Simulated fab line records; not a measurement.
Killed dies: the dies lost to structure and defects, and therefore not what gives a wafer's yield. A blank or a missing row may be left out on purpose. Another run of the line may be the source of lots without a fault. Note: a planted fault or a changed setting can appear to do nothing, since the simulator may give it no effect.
Which tool is to blame? | flow nand harc | 12 lots with 36 wafers sampled at 3 steps, on a route of 1302 steps

WHAT EACH GAUGE READ, for each wafer
NHARC_A_CONTACT_OVL_MEAS_43.
lot  | measured     | on         | overlay x nm (nm)
L076 | day 21 13:55 | overlay-01 | -0.8 -0.5 -0.7
L077 | day 22 09:50 | overlay-01 | -0.4 -0.7 -0.5
L078 | day 22 18:10 | overlay-02 | -0.1 0.0 0.1
L080 | day 24 19:31 | overlay-02 | -0.2 0.4 0.2
L082 | day 25 01:42 | overlay-02 | 1.4 0.9 1.0
L084 | day 25 20:39 | overlay-01 | 0.2 0.0 0.0
L088 | day 27 11:06 | overlay-02 | 0.1 0.1 0.3
L087 | day 27 14:13 | overlay-01 | 0.3 0.7 0.7
L092 | day 28 09:11 | overlay-02 | -0.4 -0.2 0.1
L093 | day 29 02:52 | overlay-02 | 0.1 0.2 -0.2
L094 | day 29 18:46 | overlay-02 | -0.3 0.1 -0.2
L096 | day 30 12:57 | overlay-02 | -0.4 -0.5 -1.4

WHICH TOOL RAN EACH LOT (tool, then ch and the chambers of the sampled wafers, then the start)
lot  | NHARC_A_STAIRCASE_DEP_471       | NHARC_A_WL_FILL_CMP_12
L076 | pecvd-03 ch 0,1, day 19 11:49   | cmp-01 ch 1,2,3, day 21 07:46
L077 | pecvd-02 ch 0,1,2, day 20 05:41 | cmp-04 ch 0,1,3, day 22 03:45
L078 | pecvd-02 ch 1,2, day 20 17:33   | cmp-03 ch 0,3, day 22 11:59
L080 | pecvd-02 ch 0,1,2, day 22 14:59 | cmp-03 ch 0,2,3, day 24 13:22
L082 | pecvd-03 ch 0,1,2, day 22 23:16 | cmp-03 ch 0,1, day 24 18:26
L084 | pecvd-02 ch 0,1, day 23 12:18   | cmp-01 ch 0,2, day 25 14:17
L088 | pecvd-02 ch 0,1, day 24 22:59   | cmp-04 ch 0,2,3, day 27 05:00
L087 | pecvd-02 ch 0,1, day 25 09:04   | cmp-01 ch 0,2,3, day 27 05:11
L092 | pecvd-02 ch 0,1,2, day 26 04:16 | cmp-03 ch 2,3, day 28 02:08
L093 | pecvd-03 ch 0,1,2, day 26 20:59 | cmp-01 ch 1,2,3, day 28 16:44
L094 | pecvd-03 ch 0,1,2, day 27 11:45 | cmp-04 ch 1,2,3, day 29 09:12
L096 | pecvd-03 ch 0,1,2, day 28 07:13 | cmp-03 ch 0,1,2, day 30 04:18
- NHARC_A_STAIRCASE_DEP_471: deposits SiO2, target thk 100 nm.
- NHARC_A_WL_FILL_CMP_12: polishes, t overpolish 30 s, target thk 100 nm.

THE ANSWER, worked out from the rows above alone
Rule: the usual values come from the lots themselves. The widest of any qualifying gaps counts: lots, ordered by their means at a reading, are off when they make up no more than a third of the lots, leave a main group of 4 or more, and stand apart from it by 3 or more times the standard deviation of that group's means. The tables above print the reading to a certain number of digits; a main group whose means all agree to those digits is not used. A lot without any number at a reading at which 4 lots or more have one is off too. The other lots that the step has rows for count as sound.
Across all readings shown, no lot is off: no conclusion can be drawn from this.

WHAT THE SIMULATOR HAD INSERTED
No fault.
